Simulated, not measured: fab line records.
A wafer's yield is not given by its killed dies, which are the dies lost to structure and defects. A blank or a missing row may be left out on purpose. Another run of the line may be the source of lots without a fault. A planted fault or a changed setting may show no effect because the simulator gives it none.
Chamber matching -- flow n5Finfet -- 4 sister chambers for N5_HKMG_FIN_ETCH_31 on rieDiel-01
The step etches SiARC in CF4, target depth 45.5 nm, time 75.8 s. 4 wafers are shown with their chamber, then 9 later ones without.

== WAFERS, EACH WITH ITS CHAMBER ==
wafer,chamber,showerheadPlenumPTorr (Torr)
L080.3,3,2.08
L086.1,0,2.10
L086.2,1,2.02
L086.3,2,2.15

== WAFERS WITH NO CHAMBER GIVEN ==
wafer,showerheadPlenumPTorr (Torr)
L089.3,2.15
L089.4,2.15
L089.6,2.07
L090.2,2.10
L090.4,2.07
L090.6,2.10
L095.2,2.07
L095.3,2.09
L095.5,2.09

== THE CHAMBER EACH PASSED THROUGH ==
wafer,from the rows above,in truth
L089.3,2,2
L089.4,2,2
L089.6,3,3
L090.2,0,0
L090.4,3,3
L090.6,0,0
L095.2,3,3
L095.3,can't be placed: 3 or 0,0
L095.5,can't be placed: 3 or 0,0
Placed correctly: 7 of 9. These rows do not allow placing 2 (true chamber among the candidates in 2). Wrongly placed: 0.
How it was worked out, from the rows above alone: a wafer's distance from a chamber is the root of the sum, over the readings, of the square of ((its reading less the chamber's mean) divided by the reading's scatter). The wafer belongs to the nearest chamber; if the next one is less than 2 further off, it can't be placed. For every chamber, the mean is computed from those of its wafers that are shown. The scatter: with one shown wafer a chamber, the root of the mean of the squares of how far each hidden wafer lies from its nearest shown one.
